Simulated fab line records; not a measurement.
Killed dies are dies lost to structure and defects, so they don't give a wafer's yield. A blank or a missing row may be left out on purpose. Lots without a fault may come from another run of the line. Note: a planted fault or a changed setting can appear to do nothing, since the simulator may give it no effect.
Matching of chambers / flow nand harc / NHARC_A_WL_FILL_ETCHBACK_26 on rie si-03: 4 sister chambers
The step etches the open film in HBr, target depth 52 nm, time 13.3 s. 8 wafers are shown with their chamber, then 8 later ones without.

WAFERS WITH THEIR CHAMBER
wafer=L079.5; chamber=3; drypump motor current A (A)=5.5; throttle valve pct (%)=23.284
wafer=L080.1; chamber=3; drypump motor current A (A)=5.5; throttle valve pct (%)=23.278
wafer=L080.2; chamber=0; drypump motor current A (A)=5.0; throttle valve pct (%)=23.262
wafer=L082.4; chamber=0; drypump motor current A (A)=5.1; throttle valve pct (%)=23.251
wafer=L082.5; chamber=2; drypump motor current A (A)=5.9; throttle valve pct (%)=23.280
wafer=L087.5; chamber=1; drypump motor current A (A)=6.0; throttle valve pct (%)=23.266
wafer=L087.6; chamber=2; drypump motor current A (A)=5.9; throttle valve pct (%)=23.274
wafer=L089.2; chamber=1; drypump motor current A (A)=6.0; throttle valve pct (%)=23.278

WAFERS WITH NO CHAMBER GIVEN
wafer=L089.4; drypump motor current A (A)=5.6; throttle valve pct (%)=23.277
wafer=L089.5; drypump motor current A (A)=6.0; throttle valve pct (%)=23.279
wafer=L092.1; drypump motor current A (A)=6.0; throttle valve pct (%)=23.250
wafer=L092.4; drypump motor current A (A)=5.9; throttle valve pct (%)=23.273
wafer=L092.6; drypump motor current A (A)=5.6; throttle valve pct (%)=23.264
wafer=L091.1; drypump motor current A (A)=5.5; throttle valve pct (%)=23.264
wafer=L091.2; drypump motor current A (A)=5.0; throttle valve pct (%)=23.263
wafer=L091.3; drypump motor current A (A)=5.9; throttle valve pct (%)=23.262

CHAMBER TAKEN BY EACH
wafer=L089.4; from the rows above=3; in truth=3
wafer=L089.5; from the rows above=can't be placed: 1 or 2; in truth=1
wafer=L092.1; from the rows above=can't be placed: 1 or 2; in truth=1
wafer=L092.4; from the rows above=2; in truth=2
wafer=L092.6; from the rows above=3; in truth=3
wafer=L091.1; from the rows above=3; in truth=3
wafer=L091.2; from the rows above=0; in truth=0
wafer=L091.3; from the rows above=can't be placed: 2 or 1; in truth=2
Placed correctly: 5 of 8. Not placeable from these rows: 3 (in 3, the candidates include the true chamber). Number placed wrongly: 0.
How it was worked out, from the rows above alone: a wafer's distance from a chamber is the root of the sum, over the readings, of the square of ((its reading less the chamber's mean) divided by the reading's scatter). The wafer belongs to the nearest chamber; if the next one is less than 2 further off, it can't be placed. For every chamber, the mean is computed from those of its wafers that are shown. How the scatter is found: for the shown wafers, subtract from each reading the mean of its chamber, square and add these, divide the total by (wafers less chambers), then take the root.
